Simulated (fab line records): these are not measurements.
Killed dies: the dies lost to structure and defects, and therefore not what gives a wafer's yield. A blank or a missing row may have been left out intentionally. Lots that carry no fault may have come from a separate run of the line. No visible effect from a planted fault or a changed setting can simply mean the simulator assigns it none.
fab line records	flow nand-harc
record: lots: 24	wafers: 72	last-day: 24
route steps=1159 shown P_GATE@175 P_M0@269 P_M1@300 A_CHANNEL_HOLE_D1@477
lots that met no fault: taken from a fault-free run of the same line
start-h: the number of hours between the record's first day and the start of the first shown wafer of the lot	wait-h: time in hours since the lot's previous step	" same as the row above	L1.1+2: one row covering several wafers at once	- either no value or no given start	* or withheld: withheld	< > ~ a bound
route shown NAME@n: names a module that has steps shown in the file, with the first one's number in the route	usual: the fault-free wafers' mean and standard deviation	same: alike in all rows	chamber/n: place in a boat	sites: each site's reading	_std_site: standard deviation across them	_edge_site: outer sites' mean less inner sites'	radius-mm: for every site, how far away it sits from the centre of the wafer	mask NAME#n: copy n	behind: tool/chamber where the wafer was last shaped	hold: reason for holding the lot/hours on hold/outcome of the hold	device: the n, p or np transistor that did not switch	end of line: the tests these same wafers got at the end of their route	a step with no rows: only its recipe	killed: dies lost to structure and defects at the first sort, not the wafer's yield	map: per-die view of a wafer (x killed, . not killed, _ where there is no die)
set.NAME: the setting the step ran with; set.NAME@STEP: the setting that earlier step ran with	model.NAME: the simulator's own value behind a step, which no gauge read
the route's steps for a sample of lots (tables are steps, rows are wafers)
services: the hour from which a tool's chamber was out of use, counted from the record's first day as start-h (under 0 if before that day), plus the number of hours and why
== steps ==
step: NHARC_P_GATE_STRIP_75
recipe: power-w: 1500	temp-c: 250	chemistry: O2
usual: drypump-motor-current-A: 5.8/0.44	heater-power-w: 332/21
lot.wafer	tool	chamber	start-h	wait-h	drypump-motor-current-A	heater-power-w	rf-hours-counter-h
L074.1	plasma-asher-02	0	99.08	0.3	5.3	312	26
L074.5	"	0	"	"	5.2	306	-
L074.6	"	1	"	"	6.4	374	-
L075.2	plasma-asher-02	1	106.47	0.2	6.4	373	31
L075.1	"	0	"	"	5.2	318	31
L075.4	"	1	"	"	6.4	367	-
L077.1	plasma-asher-01	1	118.06	0.3	6.1	342	3
L077.6	"	1	"	"	6.1	347	-
L077.5	"	0	"	"	5.4	318	-
L076.2	plasma-asher-02	0	118.41	0.3	5.2	313	35
L076.4	"	0	"	"	5.2	316	-
L076.6	"	0	"	"	5.2	309	-
L078.1	plasma-asher-01	1	128.72	0.3	6.1	349	6
L078.2	"	0	"	"	5.3	316	6
L078.6	"	1	"	"	6.1	342	-
L079.2	plasma-asher-01	1	129.37	0.3	6.1	365	6
L079.1	"	0	"	"	5.4	307	6
L079.3	"	0	"	"	5.4	321	-
L080.2	plasma-asher-01	1	145.43	0.2	6.1	351	12
L080.6	"	0	"	"	5.4	310	-
L080.5	"	1	"	"	6.1	349	-
L082.1	plasma-asher-01	1	145.79	0.2	6.1	346	12
L082.3	"	1	"	"	6.1	348	-
L082.6	"	0	"	"	5.3	315	-
L081.1	plasma-asher-01	1	146.16	0.2	6.1	354	13
L081.6	"	0	"	"	5.4	313	-
L081.5	"	1	"	"	6.1	347	-
L083.4	plasma-asher-01	1	161.08	0.2	6.1	355	-
L083.6	"	1	"	"	6.1	340	-
L083.5	"	0	"	"	5.4	307	-
L084.1	plasma-asher-01	1	166.61	0.2	6.2	346	19
L084.4	"	1	"	"	6.1	357	-
L084.6	"	1	"	"	6.1	349	-
L085.2	plasma-asher-01	0	179.74	0.3	5.4	316	23
L085.4	"	1	"	"	6.2	354	-
L085.6	"	1	"	"	6.1	341	-
L086.2	plasma-asher-01	0	180.11	0.2	5.4	315	24
L086.6	"	0	"	"	5.4	319	-
L086.5	"	1	"	"	6.1	349	-
L087.1	plasma-asher-01	0	184.74	0.2	5.3	315	25
L087.4	"	0	"	"	5.4	312	-
L087.6	"	1	"	"	6.2	344	-
L089.4	plasma-asher-01	1	186.15	0.2	6.1	347	-
L089.3	"	0	"	"	5.3	317	-
L089.6	"	0	"	"	5.4	302	-
L088.3	plasma-asher-01	0	186.52	0.2	5.3	320	-
L088.4	"	1	"	"	6.1	346	-
L088.5	"	1	"	"	6.1	345	-
L090.1	plasma-asher-02	1	199.92	0.3	6.4	343	2
L090.6	"	1	"	"	6.4	344	-
L090.5	"	0	"	"	5.3	305	-
L091.1	plasma-asher-01	1	201.79	0.2	6.1	357	34
L091.3	"	1	"	"	6.1	355	-
L091.6	"	1	"	"	6.1	345	-
L093.2	plasma-asher-02	0	217.39	0.2	5.3	306	6
L093.1	"	1	"	"	6.4	339	6
L093.4	"	1	"	"	6.4	353	-
L092.1	plasma-asher-01	1	217.76	0.3	6.1	355	38
L092.5	"	1	"	"	6.1	344	-
L092.6	"	0	"	"	5.4	309	-
L095.1	plasma-asher-01	0	223.66	0.3	5.4	311	41
L095.5	"	0	"	"	5.4	317	-
L095.6	"	1	"	"	6.1	341	-
L094.2	plasma-asher-01	1	224.69	0.2	6.1	352	41
L094.3	"	0	"	"	5.3	318	-
L094.6	"	1	"	"	6.1	359	-
L096.3	plasma-asher-01	1	233.55	0.2	6.1	344	-
L096.4	"	0	"	"	5.3	314	-
L096.6	"	1	"	"	6.1	368	-
L097.3	plasma-asher-02	0	233.85	0.2	5.3	309	-
L097.5	"	0	"	"	5.3	307	-
L097.6	"	1	"	"	6.4	345	-
step: NHARC_P_M0_CD_MEAS_16
usual: cd-nm: 89.9/0.54
lot.wafer	tool	chamber	start-h	wait-h	cd-nm
L074.1	cd-sem-03	-	111.56	-	90.5
L074.5	"	-	"	"	91.0
L074.6	"	-	"	"	90.2
L075.1	cd-sem-03	-	121.63	-	89.6
L075.2	"	-	"	"	89.3
L075.4	"	-	"	"	89.0
L077.1	cd-sem-03	-	135.11	-	90.8
L077.5	"	-	"	"	90.5
L077.6	"	-	"	"	89.7
L076.2	cd-sem-02	-	135.42	-	89.9
L076.4	"	-	"	"	89.4
L076.6	"	-	"	"	89.8
L078.1	cd-sem-02	-	144.22	-	88.4
L078.2	"	-	"	"	89.7
L078.6	"	-	"	"	89.5
L079.1	cd-sem-01	-	144.35	-	90.5
L079.2	"	-	"	"	90.5
L079.3	"	-	"	"	90.5
L080.2	cd-sem-01	-	165.31	-	89.8
L080.5	"	-	"	"	90.5
L080.6	"	-	"	"	90.3
L082.1	cd-sem-01	-	165.85	-	89.6
L082.3	"	-	"	"	89.7
L082.6	"	-	"	"	90.0
L081.1	cd-sem-01	-	166.01	-	90.0
L081.5	"	-	"	"	89.8
L081.6	"	-	"	"	89.7
L083.4	cd-sem-01	-	173.69	-	90.2
L083.5	"	-	"	"	90.8
L083.6	"	-	"	"	89.8
L084.1	cd-sem-03	-	183.02	-	90.2
L084.4	"	-	"	"	88.5
L084.6	"	-	"	"	89.5
L085.2	cd-sem-02	-	191.87	-	89.8
L085.4	"	-	"	"	90.0
L085.6	"	-	"	"	89.5
L086.2	cd-sem-03	-	192.40	-	90.0
L086.5	"	-	"	"	89.4
L086.6	"	-	"	"	89.2
L087.1	cd-sem-03	-	203.90	-	90.3
L087.4	"	-	"	"	89.9
L087.6	"	-	"	"	90.0
L089.3	cd-sem-03	-	204.39	-	89.3
L089.4	"	-	"	"	89.5
L089.6	"	-	"	"	90.1
L088.3	cd-sem-03	-	204.93	-	90.6
L088.4	"	-	"	"	89.6
L088.5	"	-	"	"	89.5
L090.1	cd-sem-02	-	212.24	-	90.6
L090.5	"	-	"	"	90.0
L090.6	"	-	"	"	89.1
L091.1	cd-sem-02	-	213.90	-	89.8
L091.3	"	-	"	"	89.5
L091.6	"	-	"	"	89.9
L093.1	cd-sem-03	-	234.41	-	90.9
L093.2	"	-	"	"	90.4
L093.4	"	-	"	"	90.1
L092.1	cd-sem-03	-	234.91	-	88.9
L092.5	"	-	"	"	89.4
L092.6	"	-	"	"	90.0
L095.1	cd-sem-03	-	235.89	-	89.6
L095.5	"	-	"	"	89.8
L095.6	"	-	"	"	89.9
L094.2	cd-sem-03	-	237.61	-	89.8
L094.3	"	-	"	"	90.0
L094.6	"	-	"	"	89.2
L096.3	cd-sem-03	-	245.64	-	89.0
L096.4	"	-	"	"	90.5
L096.6	"	-	"	"	89.6
L097.3	cd-sem-02	-	246.30	-	89.1
L097.5	"	-	"	"	90.8
L097.6	"	-	"	"	90.5
step: NHARC_P_M0_STRIP_18
recipe: power-w: 1000	n2-flow-sccm: 150	h2-flow-sccm: 150	ar-flow-sccm: 0	bias-w: 0	chemistry: N2/H2
usual: drypump-motor-current-A: 5.7/0.58	oes-product-au: 0.999/0.008	rf-fwd-power-W: 997.2/2.8	rf-vpp-V: 90.6/1	showerhead-plenum-p-Torr: 2.02/0.095	throttle-valve-pct: 14.171/0.0094
lot.wafer	tool	chamber	start-h	wait-h	drypump-motor-current-A	oes-product-au	rf-fwd-power-W	rf-hours-counter-h	rf-vpp-V	showerhead-plenum-p-Torr	throttle-valve-pct
L074.1	rie-diel-11	3	111.69	0.1	4.8	0.990	990.6	7	91.5	1.91	14.166
L074.5	"	1	"	"	4.7	1.000	991.6	-	89.7	1.95	14.173
L074.6	"	2	"	"	6.3	0.999	996.5	-	90.6	1.91	14.189
L075.4	rie-diel-11	0	121.70	0.1	6.0	1.011	995.4	6	89.6	2.04	14.180
L075.2	"	1	"	"	4.7	1.006	994.3	7	89.8	1.95	14.160
L075.1	"	3	"	"	4.9	1.002	997.1	7	89.0	1.91	14.172
L077.1	rie-diel-04	0	135.26	0.1	5.7	1.000	1000.4	1	89.9	2.20	14.171
L077.5	"	1	"	"	5.3	0.997	1003.3	-	92.2	2.14	14.180
L077.6	"	2	"	"	6.4	0.992	994.2	-	90.5	2.01	14.170
L076.4	rie-diel-11	3	135.51	0.1	4.8	1.012	998.5	9	90.1	1.91	14.181
L076.2	"	2	"	"	6.2	0.988	999.7	8	90.3	1.91	14.161
L076.6	"	3	"	"	4.8	0.997	995.1	-	88.7	1.91	14.179
L078.1	rie-diel-11	0	144.35	0.1	6.0	0.995	994.3	8	91.4	2.04	14.168
L078.2	"	1	"	"	4.7	1.000	996.2	8	90.3	1.95	14.174
L078.6	"	2	"	"	6.2	0.998	995.1	-	88.6	1.91	14.163
L079.2	rie-diel-07	1	144.43	0.1	5.2	0.995	995.9	5	89.5	1.96	14.177
L079.1	"	2	"	"	5.6	0.993	997.9	5	90.4	2.00	14.173
L079.3	"	3	"	"	5.2	1.002	997.7	5	92.8	2.18	14.138
L080.2	rie-diel-04	2	165.39	0.1	6.4	1.011	995.4	2	91.7	2.01	14.165
L080.5	"	2	"	"	6.4	1.005	999.4	-	91.1	2.01	14.178
L080.6	"	3	"	"	6.5	0.999	993.1	-	89.0	1.96	14.175
L082.3	rie-diel-04	3	165.93	0.1	6.5	1.011	1001.5	3	89.8	1.96	14.175
L082.1	"	1	"	"	5.3	1.004	996.5	2	89.4	2.14	14.157
L082.6	"	0	"	"	5.7	1.000	1000.3	-	90.7	2.20	14.172
L081.1	rie-diel-07	2	166.14	0.1	5.6	0.997	997.9	6	90.2	2.00	14.167
L081.5	"	0	"	"	6.0	0.997	997.4	-	88.9	1.96	14.163
L081.6	"	1	"	"	5.2	0.997	1000.6	-	89.5	1.96	14.151
L083.4	rie-diel-11	2	173.79	0.1	6.3	0.993	997.4	10	89.1	1.91	14.165
L083.6	"	1	"	"	4.7	1.000	995.6	-	88.6	1.95	14.155
L083.5	"	2	"	"	6.2	0.992	995.3	-	89.6	1.91	14.188
L084.4	rie-diel-07	0	183.12	0.1	6.0	1.006	997.7	7	90.1	1.96	14.167
L084.1	"	2	"	"	5.5	1.002	999.5	7	90.9	2.00	14.193
L084.6	"	3	"	"	5.2	0.999	993.8	-	92.5	2.17	14.161
L085.2	rie-diel-07	3	191.97	0.1	5.1	0.993	997.3	7	89.5	2.17	14.148
L085.4	"	1	"	"	5.2	0.987	997.2	8	89.7	1.96	14.191
L085.6	"	3	"	"	5.2	0.996	999.3	-	90.1	2.17	14.159
L086.2	rie-diel-07	1	192.52	0.1	5.2	1.003	999.1	8	91.4	1.96	14.169
L086.5	"	3	"	"	5.2	0.997	996.9	-	92.5	2.17	14.162
L086.6	"	0	"	"	6.0	1.012	992.8	-	91.3	1.96	14.178
L087.4	rie-diel-07	0	204.02	0.1	5.9	0.994	998.9	8	89.6	1.96	14.165
L087.1	"	1	"	"	5.2	0.991	1001.6	8	89.2	1.96	14.184
L087.6	"	3	"	"	5.1	0.986	999.7	-	91.4	2.17	14.171
L089.3	rie-diel-04	1	204.49	0.1	5.3	1.007	996.6	7	89.3	2.14	14.168
L089.4	"	3	"	"	6.5	1.012	999.5	-	90.7	1.96	14.168
L089.6	"	1	"	"	5.3	0.999	995.7	-	90.3	2.14	14.169
L088.3	rie-diel-04	1	205.04	0.1	5.3	0.984	1000.1	7	91.9	2.14	14.177
L088.4	"	1	"	"	5.3	0.991	998.2	-	89.9	2.14	14.175
L088.5	"	2	"	"	6.4	0.997	996.4	-	92.0	2.01	14.193
L090.1	rie-diel-07	2	212.37	0.1	5.5	0.993	998.6	8	91.0	2.00	14.167
L090.6	"	0	"	"	6.0	1.000	996.9	-	88.2	1.96	14.164
L090.5	"	1	"	"	5.2	0.995	998.1	-	90.7	1.96	14.171
L091.3	rie-diel-11	3	213.98	0.1	4.8	0.986	994.8	1	90.6	1.91	14.161
L091.1	"	0	"	"	6.1	0.988	999.5	1	91.5	2.04	14.157
L091.6	"	0	"	"	6.1	0.988	999.2	-	91.0	2.04	14.174
L093.2	rie-diel-04	2	234.49	0.1	6.4	1.000	996.0	9	90.4	2.01	14.178
L093.1	"	3	"	"	6.5	0.994	999.6	9	91.9	1.96	14.168
L093.4	"	0	"	"	5.7	0.999	997.0	9	91.1	2.20	14.173
L092.1	rie-diel-04	3	235.06	0.2	6.4	1.016	991.6	9	88.7	1.96	14.172
L092.6	"	0	"	"	5.7	1.006	994.5	-	91.5	2.20	14.175
L092.5	"	1	"	"	5.3	0.990	992.7	-	90.8	2.14	14.168
L095.1	rie-diel-04	2	236.04	0.2	6.4	0.997	997.4	10	90.9	2.01	14.174
L095.6	"	3	"	"	6.4	0.998	990.9	-	91.6	1.96	14.179
L095.5	"	0	"	"	5.7	1.007	999.7	-	91.0	2.20	14.173
L094.2	rie-diel-07	0	237.73	0.1	6.0	0.997	996.6	0	90.6	1.95	14.161
L094.3	"	1	"	"	5.2	0.999	999.9	0	90.9	1.96	14.165
L094.6	"	2	"	"	5.5	0.997	998.6	-	91.0	2.00	14.177
L096.3	rie-diel-04	2	245.71	0.1	6.4	1.005	998.4	10	91.2	2.01	14.182
L096.4	"	3	"	"	6.5	1.005	997.5	10	90.5	1.96	14.171
L096.6	"	2	"	"	6.4	1.013	994.0	-	90.0	2.01	14.163
L097.3	rie-diel-07	0	246.40	0.1	6.0	0.999	998.3	1	89.7	1.95	14.183
L097.6	"	3	"	"	5.2	0.998	998.3	-	91.9	2.17	14.164
L097.5	"	0	"	"	6.0	0.989	1000.6	-	90.3	1.95	14.182
step: NHARC_P_M1_ETCH_15
recipe: target-depth-a: 1825	time-s: 91.2	c4f8-flow-sccm: withheld	ar-flow-sccm: 400	rf-w: 600	bias-w: 300	chemistry: C4F8/Ar
usual: oes-product-au: 0.962/0.021	rf-fwd-power-W: 595.9/2.2	rf-vpp-V: 441/3.5
lot.wafer	tool	chamber	start-h	wait-h	oes-product-au	rf-fwd-power-W	rf-hours-counter-h	rf-vpp-V
L074.1	rie-diel-10	1	-	-	0.916	596.4	9	436
L074.5	"	3	"	"	0.930	594.0	-	438
L074.6	"	0	"	"	0.914	593.8	-	445
L075.1	rie-diel-09	0	-	-	0.970	593.7	3	444
L075.4	"	2	"	"	0.987	599.4	2	440
L075.2	"	3	"	"	0.975	597.6	2	445
L077.1	rie-diel-09	2	-	-	0.953	599.7	3	439
L077.5	"	3	"	"	0.954	597.8	-	445
L077.6	"	0	"	"	0.973	593.3	-	443
L076.2	rie-diel-09	3	-	-	0.973	598.4	3	444
L076.4	"	0	"	"	0.977	595.2	3	444
L076.6	"	2	"	"	0.963	598.8	-	440
L078.2	rie-diel-09	0	-	-	0.958	596.5	4	444
L078.1	"	1	"	"	0.974	597.2	4	437
L078.6	"	0	"	"	0.964	595.8	-	445
L079.1	rie-diel-10	1	-	-	0.929	596.7	13	436
L079.2	"	2	"	"	0.926	593.5	11	445
L079.3	"	0	"	"	0.927	593.2	13	445
L080.2	rie-diel-01	2	-	-	0.969	597.2	0	439
L080.6	"	3	"	"	0.976	595.4	-	445
L080.5	"	0	"	"	0.976	594.8	-	436
L082.1	rie-diel-09	3	-	-	0.976	597.6	5	445
L082.3	"	0	"	"	0.984	594.8	5	444
L082.6	"	3	"	"	0.979	594.9	-	446
L081.1	rie-diel-01	0	-	-	0.966	596.4	1	438
L081.6	"	3	"	"	0.986	595.2	-	443
L081.5	"	0	"	"	0.971	599.8	-	437
L083.4	rie-diel-01	2	-	-	0.962	595.2	1	437
L083.5	"	2	"	"	0.953	596.1	-	438
L083.6	"	3	"	"	0.983	594.0	-	442
L084.1	rie-diel-09	3	-	-	0.936	600.6	5	445
L084.4	"	1	"	"	0.932	596.5	6	440
L084.6	"	3	"	"	0.932	599.7	-	445
L085.4	rie-diel-10	2	-	-	0.963	594.2	1	445
L085.2	"	3	"	"	0.960	591.7	1	440
L085.6	"	1	"	"	0.984	598.2	-	438
L086.2	rie-diel-01	3	-	-	0.937	595.0	2	443
L086.5	"	2	"	"	0.932	594.6	-	438
L086.6	"	3	"	"	0.939	595.7	-	443
L087.4	rie-diel-01	1	-	-	0.980	597.1	2	446
L087.1	"	3	"	"	0.973	594.9	2	442
L087.6	"	0	"	"	0.973	596.6	-	437
L089.4	rie-diel-10	1	-	-	0.982	596.5	1	436
L089.3	"	2	"	"	0.984	593.1	1	446
L089.6	"	2	"	"	0.977	592.4	-	445
L088.3	rie-diel-01	3	-	-	0.965	592.6	2	443
L088.4	"	1	"	"	0.998	592.4	2	444
L088.5	"	3	"	"	0.960	591.8	-	442
L090.1	rie-diel-09	0	-	-	0.960	597.5	7	445
L090.5	"	3	"	"	0.972	595.9	-	445
L090.6	"	0	"	"	0.958	595.2	-	446
L091.3	rie-diel-10	0	-	-	0.968	590.5	2	445
L091.1	"	1	"	"	0.984	594.9	1	438
L091.6	"	3	"	"	0.966	595.8	-	440
L093.1	rie-diel-09	3	-	-	0.983	597.0	8	444
L093.4	"	0	"	"	0.969	596.7	8	446
L093.2	"	2	"	"	0.969	598.8	8	439
L092.1	rie-diel-09	2	-	-	0.936	597.1	8	441
L092.6	"	1	"	"	0.922	597.9	-	440
L092.5	"	2	"	"	0.937	597.2	-	440
L095.1	rie-diel-01	2	-	-	0.966	598.3	3	438
L095.6	"	0	"	"	0.990	595.9	-	437
L095.5	"	1	"	"	1.001	595.7	-	443
L094.2	rie-diel-09	3	-	-	0.924	596.2	8	446
L094.3	"	1	"	"	0.925	596.0	8	436
L094.6	"	3	"	"	0.930	599.3	-	446
L096.3	rie-diel-10	0	-	-	0.964	594.6	4	444
L096.4	"	3	"	"	0.969	593.9	4	439
L096.6	"	0	"	"	0.959	593.9	-	445
L097.3	rie-diel-10	0	-	-	0.965	593.0	4	445
L097.5	"	1	"	"	0.976	596.3	-	438
L097.6	"	2	"	"	0.982	597.1	-	446
step: NHARC_A_CHANNEL_HOLE_D1_ETCH_25
recipe: bias-v: 5000	source-w: withheld	pressure-mtorr: 20	time-s: 1040.2	ar-flow-sccm: 375	c4f8-flow-sccm: 93.8	o2-flow-sccm: 31.2	temp-c: -20	target-depth-a: 15000	chemistry: C4F8/O2/Ar
usual: drypump-motor-current-A: 6.1/0.39	esc-clamp-current-uA: 0.0208/0.00031	showerhead-plenum-p-Torr: 3.70/0.13	throttle-valve-pct: 32.236/0.0087
lot.wafer	tool	chamber	start-h	wait-h	drypump-motor-current-A	esc-clamp-current-uA	rf-hours-counter-h	showerhead-plenum-p-Torr	throttle-valve-pct
L074.1	har-etch-02	0	170.89	0.6	5.6	0.0206	103	3.87	32.238
L074.5	"	0	"	"	5.5	0.0206	-	3.87	32.223
L074.6	"	1	"	"	6.3	0.0211	-	3.81	32.238
L075.2	har-etch-02	0	186.45	0.6	5.5	0.0205	108	3.87	32.245
L075.1	"	1	"	"	6.3	0.0211	108	3.81	32.217
L075.4	"	0	"	"	5.5	0.0205	-	3.87	32.237
L076.2	har-etch-01	0	194.80	0.7	6.6	0.0205	199	3.57	32.223
L076.4	"	0	"	"	6.7	0.0205	-	3.57	32.238
L076.6	"	1	"	"	6.2	0.0211	-	3.58	32.225
L077.1	har-etch-02	0	195.60	0.6	5.5	0.0205	114	3.86	32.236
L077.5	"	0	"	"	5.5	0.0206	-	3.86	32.246
L077.6	"	1	"	"	6.3	0.0211	-	3.81	32.245
L079.1	har-etch-02	0	203.07	0.6	5.6	0.0206	117	3.86	32.236
L079.2	"	1	"	"	6.3	0.0211	117	3.81	32.240
L079.3	"	1	"	"	6.3	0.0212	-	3.81	32.241
L078.2	har-etch-01	1	203.49	0.6	6.2	0.0211	204	3.58	32.233
L078.1	"	0	"	"	6.6	0.0205	204	3.57	32.234
L078.6	"	0	"	"	6.6	0.0205	-	3.57	32.230
L081.1	har-etch-02	0	225.03	0.6	5.6	0.0205	124	3.86	32.240
L081.6	"	0	"	"	5.6	0.0206	-	3.86	32.247
L081.5	"	1	"	"	6.2	0.0211	-	3.80	32.236
L082.1	har-etch-01	0	225.06	0.6	6.7	0.0205	211	3.57	32.230
L082.3	"	0	"	"	6.7	0.0204	-	3.57	32.222
L082.6	"	0	"	"	6.6	0.0205	-	3.57	32.242
L080.2	har-etch-02	0	229.35	0.7	5.5	0.0206	128	3.86	32.259
L080.6	"	1	"	"	6.2	0.0212	-	3.80	32.237
L080.5	"	0	"	"	5.6	0.0206	-	3.85	32.243
L083.4	har-etch-01	1	235.22	0.7	6.2	0.0211	-	3.57	32.233
L083.5	"	0	"	"	6.6	0.0205	-	3.57	32.251
L083.6	"	1	"	"	6.2	0.0211	-	3.57	32.227
L084.1	har-etch-01	0	244.02	0.7	6.6	0.0205	219	3.56	32.244
L084.4	"	1	"	"	6.2	0.0212	-	3.57	32.236
L084.6	"	0	"	"	6.6	0.0205	-	3.56	32.228
L085.2	har-etch-01	1	252.69	0.6	6.1	0.0211	224	3.57	32.224
L085.4	"	1	"	"	6.1	0.0211	-	3.56	32.249
L085.6	"	1	"	"	6.2	0.0211	-	3.57	32.230
L086.2	har-etch-02	1	253.14	0.7	6.3	0.0211	140	3.79	32.222
L086.5	"	0	"	"	5.5	0.0206	-	3.85	32.246
L086.6	"	1	"	"	6.2	0.0211	-	3.79	32.221
L089.3	har-etch-01	0	269.44	0.7	6.6	0.0205	-	3.56	32.222
L089.4	"	1	"	"	6.2	0.0211	-	3.56	32.242
L089.6	"	1	"	"	6.2	0.0211	-	3.56	32.242
L087.1	har-etch-02	1	270.57	0.7	6.3	0.0212	147	3.79	32.221
L087.4	"	1	"	"	6.3	0.0211	-	3.79	32.236
L087.6	"	0	"	"	5.5	0.0206	-	3.84	32.238
L088.3	har-etch-01	0	273.62	0.7	6.6	0.0205	-	3.55	32.241
L088.4	"	1	"	"	6.2	0.0212	-	3.56	32.222
L088.5	"	0	"	"	6.6	0.0206	-	3.55	32.229
L090.1	har-etch-02	1	274.57	0.6	6.3	0.0212	151	3.79	32.240
L090.5	"	1	"	"	6.3	0.0212	-	3.79	32.224
L090.6	"	0	"	"	5.5	0.0205	-	3.84	32.232
L091.1	har-etch-01	0	277.48	0.6	6.7	0.0204	239	3.55	32.228
L091.3	"	0	"	"	6.6	0.0205	-	3.55	32.234
L091.6	"	0	"	"	6.6	0.0205	-	3.55	32.238
L095.1	har-etch-01	0	293.73	0.6	6.6	0.0205	245	3.55	32.231
L095.5	"	0	"	"	6.6	0.0205	-	3.55	32.234
L095.6	"	1	"	"	6.2	0.0211	-	3.55	32.229
L093.2	har-etch-02	1	294.73	0.6	6.2	0.0212	157	3.78	32.229
L093.1	"	0	"	"	5.5	0.0205	157	3.84	32.245
L093.4	"	0	"	"	5.6	0.0206	-	3.84	32.239
L092.1	har-etch-01	0	297.92	0.6	6.6	0.0205	248	3.55	32.226
L092.5	"	0	"	"	6.6	0.0204	-	3.55	32.235
L092.6	"	1	"	"	6.2	0.0211	-	3.55	32.225
L094.2	har-etch-02	0	298.88	0.6	5.5	0.0206	161	3.84	32.223
L094.3	"	1	"	"	6.3	0.0213	-	3.78	32.243
L094.6	"	0	"	"	5.6	0.0205	-	3.84	32.239
L097.3	har-etch-02	0	308.25	0.7	5.5	0.0207	-	3.83	32.239
L097.6	"	1	"	"	6.2	0.0212	-	3.78	32.227
L097.5	"	0	"	"	5.6	0.0206	-	3.83	32.233
L096.3	har-etch-02	1	312.23	0.7	6.3	0.0212	-	3.78	32.232
L096.4	"	0	"	"	5.5	0.0205	-	3.83	32.250
L096.6	"	0	"	"	5.6	0.0206	-	3.83	32.232
step: NHARC_A_CHANNEL_HOLE_D1_XSEM_31
recipe: landing-energy-ev: 35000
usual: bot-cd-nm: 74.5/0.98	bow-nm: 8.67/0.28	tilt-deg: 0.08/0.044
same: landing-energy-ev: 35000
lot.wafer	tool	chamber	start-h	wait-h	bot-cd-nm	bow-nm	tilt-deg
L074.1	xsem-02	0	173.61	0.1	73.5	8.53	0.05
L074.5	"	0	"	"	74.6	8.66	0.05
L074.6	"	0	"	"	75.7	8.59	0.05
L075.1	xsem-02	0	189.14	0.1	74.0	8.56	0.09
L075.2	"	0	"	"	74.1	8.44	0.09
L075.4	"	0	"	"	73.9	8.56	0.09
L076.2	xsem-01	0	197.36	0.1	74.8	8.60	0.11
L076.4	"	0	"	"	73.1	8.61	0.11
L076.6	"	0	"	"	74.2	8.59	0.11
L077.1	xsem-02	0	198.33	0.1	75.2	8.90	0.14
L077.5	"	0	"	"	75.0	8.90	0.14
L077.6	"	0	"	"	75.4	8.94	0.14
L079.1	xsem-01	0	205.78	0.1	75.9	9.08	0.06
L079.2	"	0	"	"	74.7	9.17	0.06
L079.3	"	0	"	"	75.1	9.10	0.06
L078.1	xsem-02	0	206.23	0.1	75.4	8.33	0.05
L078.2	"	0	"	"	73.4	8.39	0.04
L078.6	"	0	"	"	74.6	8.42	0.04
L081.1	xsem-01	0	227.74	0.1	73.4	8.83	0.04
L081.5	"	0	"	"	73.9	8.84	0.04
L081.6	"	0	"	"	74.6	8.86	0.04
L082.1	xsem-02	0	227.92	0.1	73.9	8.89	0.08
L082.3	"	0	"	"	75.0	8.84	0.08
L082.6	"	0	"	"	73.8	8.88	0.08
L080.2	xsem-01	0	231.92	0.1	73.2	9.19	0.16
L080.5	"	0	"	"	74.5	9.16	0.16
L080.6	"	0	"	"	75.2	9.15	0.16
L083.4	xsem-02	0	237.50	0.1	74.8	8.63	0.03
L083.5	"	0	"	"	75.4	8.50	0.03
L083.6	"	0	"	"	75.2	8.56	0.03
L084.1	xsem-01	0	246.59	0.1	75.6	8.42	0.15
L084.4	"	0	"	"	75.3	8.47	0.15
L084.6	"	0	"	"	74.6	8.43	0.15
L085.2	xsem-02	0	255.40	0.1	75.2	9.08	0.01
L085.4	"	0	"	"	75.5	9.07	0.01
L085.6	"	0	"	"	74.0	9.07	0.01
L086.2	xsem-01	0	255.71	0.1	75.9	8.44	0.09
L086.5	"	0	"	"	73.6	8.37	0.09
L086.6	"	0	"	"	75.1	8.48	0.09
L089.3	xsem-02	0	271.86	0.1	73.4	8.90	0.10
L089.4	"	0	"	"	73.7	8.86	0.10
L089.6	"	0	"	"	72.5	8.80	0.10
L087.1	xsem-01	0	273.15	0.1	74.7	8.81	0.07
L087.4	"	0	"	"	73.5	8.72	0.07
L087.6	"	0	"	"	74.0	8.89	0.07
L088.3	xsem-02	0	276.04	0.1	75.1	8.01	0.00
L088.4	"	0	"	"	76.5	7.95	0.00
L088.5	"	0	"	"	76.5	7.97	0.00
L090.1	xsem-01	0	277.27	0.1	74.3	8.43	0.13
L090.5	"	0	"	"	74.7	8.48	0.13
L090.6	"	0	"	"	74.7	8.40	0.13
L091.1	xsem-02	0	280.21	0.1	72.4	8.26	0.01
L091.3	"	0	"	"	72.9	8.27	0.01
L091.6	"	0	"	"	72.9	8.28	0.01
L095.1	xsem-01	0	296.47	0.1	74.9	8.84	0.08
L095.5	"	0	"	"	75.3	8.82	0.08
L095.6	"	0	"	"	75.1	8.72	0.08
L093.1	xsem-02	0	297.46	0.1	75.0	8.70	0.05
L093.2	"	0	"	"	74.7	8.74	0.05
L093.4	"	0	"	"	74.1	8.68	0.05
L092.1	xsem-01	0	300.63	0.1	75.0	8.92	0.04
L092.5	"	0	"	"	75.2	9.00	0.04
L092.6	"	0	"	"	74.3	8.95	0.04
L094.2	xsem-02	0	301.76	0.1	73.5	8.66	0.12
L094.3	"	0	"	"	74.4	8.62	0.12
L094.6	"	0	"	"	75.6	8.63	0.12
L097.3	xsem-01	0	310.52	0.1	74.4	8.54	0.11
L097.5	"	0	"	"	74.3	8.52	0.12
L097.6	"	0	"	"	75.4	8.55	0.12
L096.3	xsem-01	0	314.80	0.1	73.0	8.64	0.04
L096.4	"	0	"	"	74.1	8.54	0.04
L096.6	"	0	"	"	72.9	8.54	0.04
== services ==
tool	chamber	start-h	hours	kind
rie-diel-09	-	77.37	9.0	pm
har-etch-02	-	80.09	2.8	repair
plasma-asher-01	-	99.00	9.0	pm
rie-diel-07	-	100.70	0.1	repair
rie-diel-04	-	111.90	9.0	pm
rie-diel-07	2	118.57	8.7	repair
rie-diel-04	3	122.99	3.2	repair
rie-diel-01	-	137.80	9.0	pm
rie-diel-04	-	168.34	0.5	repair
rie-diel-10	-	176.50	9.0	pm
rie-diel-04	2	224.64	4.7	repair
rie-diel-07	-	228.47	9.0	pm
rie-diel-10	3	237.06	7.2	repair
rie-diel-01	1	241.05	2.1	repair
rie-diel-09	-	254.37	9.0	pm
plasma-asher-01	-	276.00	9.0	pm
rie-diel-04	-	288.90	9.0	pm
rie-diel-09	3	296.62	6.4	repair
rie-diel-07	2	298.23	5.6	repair
xsem-02	-	302.00	14.0	pm
har-etch-01	-	305.00	17.0	pm
rie-diel-09	-	307.00	0.3	repair
rie-diel-07	-	308.11	0.4	repair
rie-diel-09	2	312.67	3.9	repair
== key ==
fault none
